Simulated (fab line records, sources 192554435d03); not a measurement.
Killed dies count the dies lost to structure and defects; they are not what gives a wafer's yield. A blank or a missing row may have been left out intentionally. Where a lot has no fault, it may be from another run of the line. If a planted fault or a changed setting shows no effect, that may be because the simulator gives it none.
Lot-split experiment / flow n5Finfet / route with 1938 steps; 7 lots, 21 wafers read

ON THE SPLIT
At N5_BEOL_M2_ILD_DEP_00 (deposits SiOC from DEMS/O2, target thk 79 nm, time 15.3 s), the setting timeS was moved away from the recipe's 15.3 s on 6 of the 21 wafers read, by -12.1% to +14.9%. All remaining wafers had this setting at the recipe value.

Between the split and the reading, the file records no step.

THE READING
M2_ILD_THK at N5_BEOL_M2_THK_MEAS_01, in nm. Fault-free wafers of this fab line usually give 79.0 nm, standard deviation 1 nm.

wafer=L074.1; tool, chamber at the split=pecvd-03, 2; timeS as run, s=15.3; against the recipe=recipe; M2_ILD_THK, nm=79.1; against lot-mates on the recipe=-
wafer=L074.4; tool, chamber at the split=pecvd-03, 2; timeS as run, s=15.3; against the recipe=recipe; M2_ILD_THK, nm=80.4; against lot-mates on the recipe=-
wafer=L074.5; tool, chamber at the split=pecvd-03, 0; timeS as run, s=15.3; against the recipe=recipe; M2_ILD_THK, nm=80.1; against lot-mates on the recipe=-
wafer=L075.3; tool, chamber at the split=pecvd-02, 1; timeS as run, s=15.3; against the recipe=recipe; M2_ILD_THK, nm=77.6; against lot-mates on the recipe=-
wafer=L075.4; tool, chamber at the split=pecvd-02, 2; timeS as run, s=15.3; against the recipe=recipe; M2_ILD_THK, nm=79.4; against lot-mates on the recipe=-
wafer=L075.5; tool, chamber at the split=pecvd-02, 1; timeS as run, s=15.3; against the recipe=recipe; M2_ILD_THK, nm=78.8; against lot-mates on the recipe=-
wafer=L085.2; tool, chamber at the split=pecvd-03, 2; timeS as run, s=13.45; against the recipe=-12.1%; M2_ILD_THK, nm=68.0; against lot-mates on the recipe=-12.4
wafer=L085.3; tool, chamber at the split=pecvd-03, 1; timeS as run, s=13.45; against the recipe=-12.1%; M2_ILD_THK, nm=69.4; against lot-mates on the recipe=-11.0
wafer=L085.4; tool, chamber at the split=pecvd-03, 1; timeS as run, s=15.3; against the recipe=recipe; M2_ILD_THK, nm=80.4; against lot-mates on the recipe=-
wafer=L086.2; tool, chamber at the split=pecvd-03, 0; timeS as run, s=15.3; against the recipe=recipe; M2_ILD_THK, nm=78.3; against lot-mates on the recipe=-
wafer=L086.3; tool, chamber at the split=pecvd-03, 1; timeS as run, s=15.3; against the recipe=recipe; M2_ILD_THK, nm=79.4; against lot-mates on the recipe=-
wafer=L086.4; tool, chamber at the split=pecvd-03, 2; timeS as run, s=17.07; against the recipe=+11.6%; M2_ILD_THK, nm=88.2; against lot-mates on the recipe=+9.4
wafer=L089.2; tool, chamber at the split=pecvd-03, 2; timeS as run, s=15.3; against the recipe=recipe; M2_ILD_THK, nm=78.3; against lot-mates on the recipe=-
wafer=L089.4; tool, chamber at the split=pecvd-03, 1; timeS as run, s=15.3; against the recipe=recipe; M2_ILD_THK, nm=80.3; against lot-mates on the recipe=-
wafer=L089.5; tool, chamber at the split=pecvd-03, 0; timeS as run, s=15.3; against the recipe=recipe; M2_ILD_THK, nm=79.3; against lot-mates on the recipe=-
wafer=L095.3; tool, chamber at the split=pecvd-03, 1; timeS as run, s=15.3; against the recipe=recipe; M2_ILD_THK, nm=78.7; against lot-mates on the recipe=-
wafer=L095.4; tool, chamber at the split=pecvd-03, 1; timeS as run, s=17.58; against the recipe=+14.9%; M2_ILD_THK, nm=91.7; against lot-mates on the recipe=+13.0
wafer=L095.5; tool, chamber at the split=pecvd-03, 0; timeS as run, s=15.3; against the recipe=recipe; M2_ILD_THK, nm=78.8; against lot-mates on the recipe=-
wafer=L096.3; tool, chamber at the split=pecvd-04, 1; timeS as run, s=14.57; against the recipe=-4.8%; M2_ILD_THK, nm=74.6; against lot-mates on the recipe=-4.7
wafer=L096.5; tool, chamber at the split=pecvd-04, 2; timeS as run, s=14.57; against the recipe=-4.8%; M2_ILD_THK, nm=76.2; against lot-mates on the recipe=-3.1
wafer=L096.6; tool, chamber at the split=pecvd-04, 0; timeS as run, s=15.3; against the recipe=recipe; M2_ILD_THK, nm=79.3; against lot-mates on the recipe=-

THE FIT
A straight line over all 21 wafers: M2_ILD_THK changes by +0.836 nm for each +1% of timeS; r = +0.99; the points scatter about the line by 0.82 nm.
The same after taking each lot's own level away (the mean of its wafers on the recipe; 21 wafers): +0.894 nm for each +1%; r = +0.99; scatter 0.73 nm.
On that fit, the largest move of timeS shifts the reading by 13 nm.
Across the lots, their own levels run from 78.60 to 80.40 nm, a range of 1.8 times the standard deviation given above.
So the lot-to-lot level changes the slope little: the two slopes agree.
Check: +13.4 nm against its lot-mates is what the line predicts for one of the wafers moved furthest among these (+14.9%) when that wafer is left out of the fit. Against them it came out at +13 nm.

THE OTHER SPLITS THESE WAFERS WENT THROUGH
Other splits were also applied to these wafers ahead of the reading. Each is held against what the fit with the lots' levels taken away leaves over:
other split on the same wafers=N5_HKMG_FIN_COAT_06 spinRpm; wafers away from the commonest value=8; r with M2_ILD_THK (lot level and that fit taken away)=-0.19
other split on the same wafers=N5_HKMG_FIN_EXPOSE_09 doseMj; wafers away from the commonest value=5; r with M2_ILD_THK (lot level and that fit taken away)=-0.18
other split on the same wafers=N5_MOL_CONTACT_COAG_ETCH_105 biasW; wafers away from the commonest value=8; r with M2_ILD_THK (lot level and that fit taken away)=-0.27
other split on the same wafers=N5_MOL_CONTACT_COAG_CONTACT_ETCH_14 sourceW; wafers away from the commonest value=4; r with M2_ILD_THK (lot level and that fit taken away)=+0.02
other split on the same wafers=N5_MOL_CONTACT_COAG_ALD_27 aldCycles; wafers away from the commonest value=10; r with M2_ILD_THK (lot level and that fit taken away)=+0.19
other split on the same wafers=N5_BEOL_M0_SAQP_ETCH_106 targetDepthA; wafers away from the commonest value=3; r with M2_ILD_THK (lot level and that fit taken away)=-0.09
other split on the same wafers=N5_BEOL_M0_SAQP_SPACER2_ALD_26 targetThkA; wafers away from the commonest value=7; r with M2_ILD_THK (lot level and that fit taken away)=+0.28
other split on the same wafers=N5_BEOL_M1_COAT_05 spinRpm; wafers away from the commonest value=5; r with M2_ILD_THK (lot level and that fit taken away)=+0.05
other split on the same wafers=N5_BEOL_M1_ETCH_64 biasW; wafers away from the commonest value=4; r with M2_ILD_THK (lot level and that fit taken away)=-0.05

THE WHOLE CHAIN: every reading that the file lists as answering this split, in the file's order
step=N5_BEOL_M2_ILD_DEP_00; what it does=deposits SiOC from DEMS/O2, target thk 79 nm, time 15.3 s; reading=SiOC_of_BEOL_M2_ILD_DEP_00.thkNm (the simulator's own value, which no gauge read); change (the file's fit)=+0.885 nm for each +1% of the setting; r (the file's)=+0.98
step=N5_BEOL_M2_THK_MEAS_01; what it does=; reading=M2_ILD_THK; change (the file's fit)=+0.88 for each +1% of the setting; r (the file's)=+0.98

THE FILE'S OWN FIT
M2_ILD_THK changes by +0.88 nm for each +1% of timeS, r = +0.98.
